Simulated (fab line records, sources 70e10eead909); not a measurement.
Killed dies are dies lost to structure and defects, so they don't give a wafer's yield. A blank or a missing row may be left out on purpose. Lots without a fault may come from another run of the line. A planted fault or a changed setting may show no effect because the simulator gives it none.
Which tool did it? | flow nand_harc | 13 lots, 39 wafers sampled, at 5 steps of a route of 1302

WHAT THE GAUGES READ, wafer by wafer
NHARC_P_BONDPAD_CD_MEAS_09: target cd 500 nm.
lot  | measured     | on        | cd_nm (nm)
L911 | day 6 19:34  | cd_sem-01 | 501 505 499
L914 | day 8 00:33  | cd_sem-01 | 501 500 498
L917 | day 9 06:01  | cd_sem-01 | 501 502 505
L920 | day 10 12:14 | cd_sem-02 | 495 501 503
L922 | day 11 08:09 | cd_sem-02 | 500 503 497
L924 | day 11 19:58 | cd_sem-03 | 504 498 505
L923 | day 11 21:05 | cd_sem-03 | 497 495 498
L929 | day 14 04:49 | cd_sem-02 | 507 504 503
L930 | day 14 09:36 | cd_sem-01 | 505 497 505
L931 | day 14 21:17 | cd_sem-01 | 501 503 503
L932 | day 15 14:05 | cd_sem-02 | 497 498 500
L934 | day 16 00:25 | cd_sem-02 | 500 502 502
L933 | day 16 00:48 | cd_sem-03 | 505 501 502

NHARC_END_SORT_01.
lot  | measured     | on        | defect_limited_yield (%) | killed_at_array | killed_at_other | killed_at_periphery | killed_dies | killed_open | killed_short
L911 | day 24 22:13 | prober-01 | 86 84 87                 | 84 99 80        | 1 0 0           | 13 8 7              | 98 107 87   | 4 5 2       | 5 2 3
L914 | day 25 11:32 | prober-02 | 90 89 90                 | 63 71 60        | 0 1 2           | 2 4 4               | 65 76 66    | 1 1 4       | 2 3 1
L917 | day 26 12:14 | prober-02 | 94 93 93                 | 38 43 47        | 0 1 1           | 4 4 2               | 42 48 50    | 3 6 7       | 0 1 2
L920 | day 27 22:22 | prober-02 | 92 90 91                 | 53 62 54        | 0 0 0           | 3 3 4               | 56 65 58    | 2 2 3       | 2 1 2
L922 | day 29 03:18 | prober-02 | 94 95 96                 | 43 36 28        | 0 0 0           | 1 1 2               | 44 37 30    | 2 6 3       | 1 2 1
L924 | day 29 17:32 | prober-01 | 91 87 88                 | 59 72 72        | 0 0 0           | 2 13 9              | 61 85 81    | 1 2 3       | 2 6 3
L923 | day 29 17:34 | prober-02 | 93 93 91                 | 45 43 56        | 0 2 3           | 4 4 5               | 49 49 64    | 0 4 5       | 3 3 4
L929 | day 32 01:50 | prober-02 | 88 87 87                 | 69 73 74        | 1 5 1           | 10 8 16             | 80 86 91    | 2 5 5       | 4 1 2
L930 | day 32 06:26 | prober-01 | 89 87 86                 | 69 79 85        | 1 0 2           | 5 7 6               | 75 86 93    | 0 4 3       | 1 3 1
L931 | day 32 18:16 | prober-01 | 92 90 92                 | 48 64 48        | 4 1 4           | 4 5 2               | 56 70 54    | 5 6 2       | 4 3 3
L932 | day 33 13:53 | prober-02 | 91 90 88                 | 55 59 74        | 2 4 1           | 5 4 4               | 62 67 79    | 6 6 2       | 1 0 7
L934 | day 34 06:50 | prober-02 | 91 91 91                 | 45 50 53        | 3 1 1           | 12 7 5              | 60 58 59    | 4 3 3       | 7 2 0
L933 | day 33 13:10 | prober-01 | 92 92 90                 | 50 44 61        | 1 0 0           | 2 7 6               | 53 51 67    | 1 6 2       | 1 3 1

WHICH TOOL RAN EACH LOT (tool, then ch and the chambers of the sampled wafers, then the start)
lot  | NHARC_P_BONDPAD_ETCH_12                       | NHARC_P_BONDPAD_STRIP_16            | NHARC_P_BONDPAD_PRE_CLEAN_26
L911 | rie_diel-12 ch 0,2,3, day 6 20:27 or earlier  | wet_bench-08 ch 2,4,7, day 6 20:27  | pvd_sputter-01, day 24 22:13 or earlier
L914 | rie_diel-03 ch 1,2, day 8 01:26 or earlier    | wet_bench-08 ch 0,5,6, day 8 01:26  | pvd_sputter-03, day 25 11:32 or earlier
L917 | rie_diel-03 ch 0,1, day 9 06:53 or earlier    | wet_bench-10 ch 0,4,5, day 9 06:53  | pvd_sputter-01, day 26 12:14 or earlier
L920 | rie_diel-03 ch 0,1,2, day 10 13:07 or earlier | wet_bench-08 ch 1,3,6, day 10 13:07 | pvd_sputter-03, day 27 22:22 or earlier
L922 | rie_diel-12 ch 2,3, day 11 09:02 or earlier   | wet_bench-08 ch 2,4,6, day 11 09:02 | pvd_sputter-02, day 29 03:18 or earlier
L924 | rie_diel-10 ch 2,3, day 11 20:52 or earlier   | wet_bench-08 ch 1,2,3, day 11 20:52 | pvd_sputter-01, day 29 17:32 or earlier
L923 | rie_diel-10 ch 0,2,3, day 11 21:58 or earlier | wet_bench-08 ch 2,5,7, day 11 21:58 | pvd_sputter-02, day 29 17:34 or earlier
L929 | rie_diel-10 ch 0,1,3, day 14 05:43 or earlier | wet_bench-08 ch 0,1,3, day 14 05:43 | pvd_sputter-03, day 32 01:50 or earlier
L930 | rie_diel-03 ch 0,1, day 14 10:29 or earlier   | wet_bench-10 ch 0,1,2, day 14 10:29 | pvd_sputter-03, day 32 06:26 or earlier
L931 | rie_diel-10 ch 0,1,2, day 14 22:18 or earlier | wet_bench-08 ch 0,1,5, day 14 22:18 | pvd_sputter-01, day 32 18:16 or earlier
L932 | rie_diel-03 ch 1,3, day 15 15:00 or earlier   | wet_bench-10 ch 0,1,7, day 15 15:00 | pvd_sputter-02, day 33 13:53 or earlier
L934 | rie_diel-12 ch 1,2, day 16 01:19 or earlier   | wet_bench-08 ch 2,3,4, day 16 01:19 | pvd_sputter-02, day 34 06:50 or earlier
L933 | rie_diel-03 ch 0,2, day 16 01:41 or earlier   | wet_bench-10 ch 3,4,7, day 16 01:41 | pvd_sputter-01, day 33 13:10 or earlier
- NHARC_P_BONDPAD_ETCH_12: etches the open film in CHF3/O2, target depth 200 nm, time 100 s.
- NHARC_P_BONDPAD_STRIP_16: strips in post etch residue remover, time 600 s.
- NHARC_P_BONDPAD_PRE_CLEAN_26: time 30 s.

WHAT THE TOOLS THEMSELVES READ (means of the sampled wafers that have a number; where no wafer has one, the mark that the record gives instead)
NHARC_P_BONDPAD_ETCH_12.
lot  | tool        | drypump_motor_current_A (A) | oes_product_au (a.u.) | rf_vpp_V (V) | showerhead_plenum_p_Torr (Torr) | throttle_valve_pct (%)
L911 | rie_diel-12 | 5.9                         | 0.971                 | 371.5        | 2.44                            | 20.574
L914 | rie_diel-03 | 5.5                         | 0.915                 | 369.4        | 2.33                            | 20.573
L917 | rie_diel-03 | 5.7                         | 0.927                 | 371.7        | 2.46                            | 20.574
L920 | rie_diel-03 | 5.6                         | 0.901                 | 370.1        | 2.39                            | 20.567
L922 | rie_diel-12 | 5.6                         | 0.926                 | 372.7        | 2.48                            | 20.573
L924 | rie_diel-10 | 6.3                         | 0.967                 | 370.5        | 2.39                            | 20.568
L923 | rie_diel-10 | 6.4                         | 0.967                 | 371.2        | 2.43                            | 20.578
L929 | rie_diel-10 | 6.1                         | 0.926                 | 370.8        | 2.43                            | 20.570
L930 | rie_diel-03 | 5.6                         | 0.921                 | 370.3        | 2.39                            | 20.568
L931 | rie_diel-10 | 6.3                         | 0.931                 | 370.9        | 2.40                            | 20.580
L932 | rie_diel-03 | 5.5                         | 0.959                 | 369.5        | 2.36                            | 20.572
L934 | rie_diel-12 | 5.3                         | 0.921                 | 369.9        | 2.34                            | 20.572
L933 | rie_diel-03 | 5.6                         | 0.964                 | 372.3        | 2.46                            | 20.579

NHARC_P_BONDPAD_STRIP_16.
lot  | tool         | bath_heat_duty_pct (%) | run_length_s (s)
L911 | wet_bench-08 | 12.2                   | 603.4
L914 | wet_bench-08 | 13.0                   | 604.0
L917 | wet_bench-10 | 13.0                   | 603.5
L920 | wet_bench-08 | 13.7                   | 603.3
L922 | wet_bench-08 | -                      | -
L924 | wet_bench-08 | -                      | -
L923 | wet_bench-08 | -                      | -
L929 | wet_bench-08 | 13.1                   | 603.3
L930 | wet_bench-10 | 10.9                   | 603.8
L931 | wet_bench-08 | 13.2                   | 604.5
L932 | wet_bench-10 | 11.8                   | 604.1
L934 | wet_bench-08 | 12.5                   | 603.8
L933 | wet_bench-10 | 11.6                   | 603.5

NHARC_P_BONDPAD_PRE_CLEAN_26.
lot  | tool           | heater_power_w (W)
L911 | pvd_sputter-01 | 394
L914 | pvd_sputter-03 | 375
L917 | pvd_sputter-01 | 431
L920 | pvd_sputter-03 | 376
L922 | pvd_sputter-02 | 403
L924 | pvd_sputter-01 | 424
L923 | pvd_sputter-02 | 429
L929 | pvd_sputter-03 | 380
L930 | pvd_sputter-03 | 392
L931 | pvd_sputter-01 | 401
L932 | pvd_sputter-02 | 411
L934 | pvd_sputter-02 | 466
L933 | pvd_sputter-01 | 394

THE ANSWER, worked out from the rows above alone
Rule: what is usual is taken from the lots themselves. Put in order of their means at a reading, lots are off if they are a third of the lots or fewer, leave a main group of 4 or more, and stand apart from it by a gap of 3 or more times the standard deviation of the main group's means; of several such gaps the widest counts. A main group whose means are all the same, to the digits that the tables above print for the reading, isn't used. A lot without any number at a reading at which 4 lots or more have one is off too. The other lots that the step has rows for count as sound. The gauges are gone through in route order, then the tools' own readings, and for those a lot's mean is taken as printed above. The first step at which some lot is off is used, and at that step the reading that is off furthest; a lot without a number counts as furthest.
Off: L922, L924, L923, at NHARC_P_BONDPAD_STRIP_16 (bath_heat_duty_pct). Without a number there: L922, L924, L923. The main group: mean 12.5 %, standard deviation 0.82.
A tool fits if, at that step or a process step before it, it ran every lot that is off, and no sound lot after the first of them. NHARC_P_BONDPAD_ETCH_12 gives no start for some lots, so the hours and the order of its lots are those of NHARC_P_BONDPAD_STRIP_16. None of those tried fits.

WHAT THE SIMULATOR HAD PUT IN
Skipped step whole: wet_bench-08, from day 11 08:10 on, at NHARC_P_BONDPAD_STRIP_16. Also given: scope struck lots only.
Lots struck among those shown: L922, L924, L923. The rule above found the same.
